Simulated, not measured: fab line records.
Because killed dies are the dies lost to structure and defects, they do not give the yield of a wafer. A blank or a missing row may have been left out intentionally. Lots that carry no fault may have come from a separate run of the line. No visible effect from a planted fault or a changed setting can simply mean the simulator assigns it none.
Lot-split experiment / flow n5_finfet / 21 wafers read from 7 lots, route of 1938 steps

ON THE SPLIT
At N5_BEOL_M3_ETCH_41 (etches SiCN in CH3F/O2, target depth 29.9 nm, time 52.5 s), the setting target_depth_a was moved away from the recipe's 299 angstrom on 6 of the 21 wafers read, by -10.2% to +8.4%. For the rest of the wafers, this setting stayed at what the recipe calls for.

The reading is taken at the split's own step.

THE READING
etch.depth_nm (the simulator's own value, which no gauge read), in nm, at N5_BEOL_M3_ETCH_41 (etches SiCN in CH3F/O2, target depth 29.9 nm, time 52.5 s). No usual value for it is given in the file. The 15 wafers here that ran the recipe average 19.91 nm, standard deviation 0.31 nm.

wafer=L075.1; tool, chamber at the split=rie_diel-01, 1; target_depth_a as run, angstrom=299; against the recipe=recipe; etch.depth_nm, nm=19.39; against lot-mates on the recipe=-
wafer=L075.2; tool, chamber at the split=rie_diel-01, 2; target_depth_a as run, angstrom=299; against the recipe=recipe; etch.depth_nm, nm=20.05; against lot-mates on the recipe=-
wafer=L075.5; tool, chamber at the split=rie_diel-01, 0; target_depth_a as run, angstrom=299; against the recipe=recipe; etch.depth_nm, nm=19.62; against lot-mates on the recipe=-
wafer=L080.1; tool, chamber at the split=rie_diel-06, 3; target_depth_a as run, angstrom=324; against the recipe=+8.4%; etch.depth_nm, nm=21.94; against lot-mates on the recipe=+1.70
wafer=L080.5; tool, chamber at the split=rie_diel-06, 3; target_depth_a as run, angstrom=324; against the recipe=+8.4%; etch.depth_nm, nm=22.08; against lot-mates on the recipe=+1.84
wafer=L080.6; tool, chamber at the split=rie_diel-06, 2; target_depth_a as run, angstrom=299; against the recipe=recipe; etch.depth_nm, nm=20.24; against lot-mates on the recipe=-
wafer=L082.1; tool, chamber at the split=rie_diel-01, 1; target_depth_a as run, angstrom=284.2; against the recipe=-4.9%; etch.depth_nm, nm=18.49; against lot-mates on the recipe=no lot-mate on the recipe
wafer=L082.3; tool, chamber at the split=rie_diel-01, 2; target_depth_a as run, angstrom=284.2; against the recipe=-4.9%; etch.depth_nm, nm=18.94; against lot-mates on the recipe=no lot-mate on the recipe
wafer=L082.4; tool, chamber at the split=rie_diel-01, 3; target_depth_a as run, angstrom=284.2; against the recipe=-4.9%; etch.depth_nm, nm=18.75; against lot-mates on the recipe=no lot-mate on the recipe
wafer=L084.1; tool, chamber at the split=rie_diel-06, 1; target_depth_a as run, angstrom=299; against the recipe=recipe; etch.depth_nm, nm=20.2; against lot-mates on the recipe=-
wafer=L084.2; tool, chamber at the split=rie_diel-06, 3; target_depth_a as run, angstrom=299; against the recipe=recipe; etch.depth_nm, nm=20.45; against lot-mates on the recipe=-
wafer=L084.4; tool, chamber at the split=rie_diel-06, 3; target_depth_a as run, angstrom=299; against the recipe=recipe; etch.depth_nm, nm=20.32; against lot-mates on the recipe=-
wafer=L085.1; tool, chamber at the split=rie_diel-01, 3; target_depth_a as run, angstrom=299; against the recipe=recipe; etch.depth_nm, nm=19.75; against lot-mates on the recipe=-
wafer=L085.5; tool, chamber at the split=rie_diel-01, 1; target_depth_a as run, angstrom=299; against the recipe=recipe; etch.depth_nm, nm=19.48; against lot-mates on the recipe=-
wafer=L085.6; tool, chamber at the split=rie_diel-01, 2; target_depth_a as run, angstrom=299; against the recipe=recipe; etch.depth_nm, nm=19.79; against lot-mates on the recipe=-
wafer=L089.3; tool, chamber at the split=rie_diel-06, 3; target_depth_a as run, angstrom=299; against the recipe=recipe; etch.depth_nm, nm=20.14; against lot-mates on the recipe=-
wafer=L089.4; tool, chamber at the split=rie_diel-06, 1; target_depth_a as run, angstrom=299; against the recipe=recipe; etch.depth_nm, nm=19.89; against lot-mates on the recipe=-
wafer=L089.6; tool, chamber at the split=rie_diel-06, 0; target_depth_a as run, angstrom=268.4; against the recipe=-10.2%; etch.depth_nm, nm=18.32; against lot-mates on the recipe=-1.70
wafer=L094.1; tool, chamber at the split=rie_diel-01, 0; target_depth_a as run, angstrom=299; against the recipe=recipe; etch.depth_nm, nm=19.92; against lot-mates on the recipe=-
wafer=L094.4; tool, chamber at the split=rie_diel-01, 3; target_depth_a as run, angstrom=299; against the recipe=recipe; etch.depth_nm, nm=19.64; against lot-mates on the recipe=-
wafer=L094.6; tool, chamber at the split=rie_diel-01, 3; target_depth_a as run, angstrom=299; against the recipe=recipe; etch.depth_nm, nm=19.7; against lot-mates on the recipe=-

FIT RESULTS
A straight line over all 21 wafers: etch.depth_nm changes by +0.218 nm for each +1% of target_depth_a; r = +0.94; the points scatter about the line by 0.33 nm.
The same after taking each lot's own level away (the mean of its wafers on the recipe; 18 wafers): +0.191 nm for each +1%; r = +0.97; scatter 0.18 nm.
According to that fit, moving target_depth_a by its largest amount changes the reading by 2 nm.
Across the lots, their own levels run from 19.673 to 20.323 nm, a range of 2.1 times the standard deviation given above.
Hence the slope depends on the lot-to-lot level, as the two fits are not the same.
Check: for one of the wafers moved furthest among these (-10.2%), held out of the fit, the line's prediction against its lot-mates is -2.17 nm. It came out at -1.7 nm against them.

ADDITIONAL SPLITS CARRIED BY THESE WAFERS
Before the reading, these wafers also passed through other splits. Each is held against what the fit with the lots' levels taken away leaves over:
other split on the same wafers=N5_BEOL_M2_EXPOSE_08 dose_mj; wafers away from the commonest value=5; r with etch.depth_nm (lot level and that fit taken away)=-0.18
other split on the same wafers=N5_BEOL_M3_ETCH_70 source_w; wafers away from the commonest value=10; r with etch.depth_nm (lot level and that fit taken away)=-0.14

FILE'S OWN FIT
etch.depth_nm changes by +0.184 nm for each +1% of target_depth_a, r = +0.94.
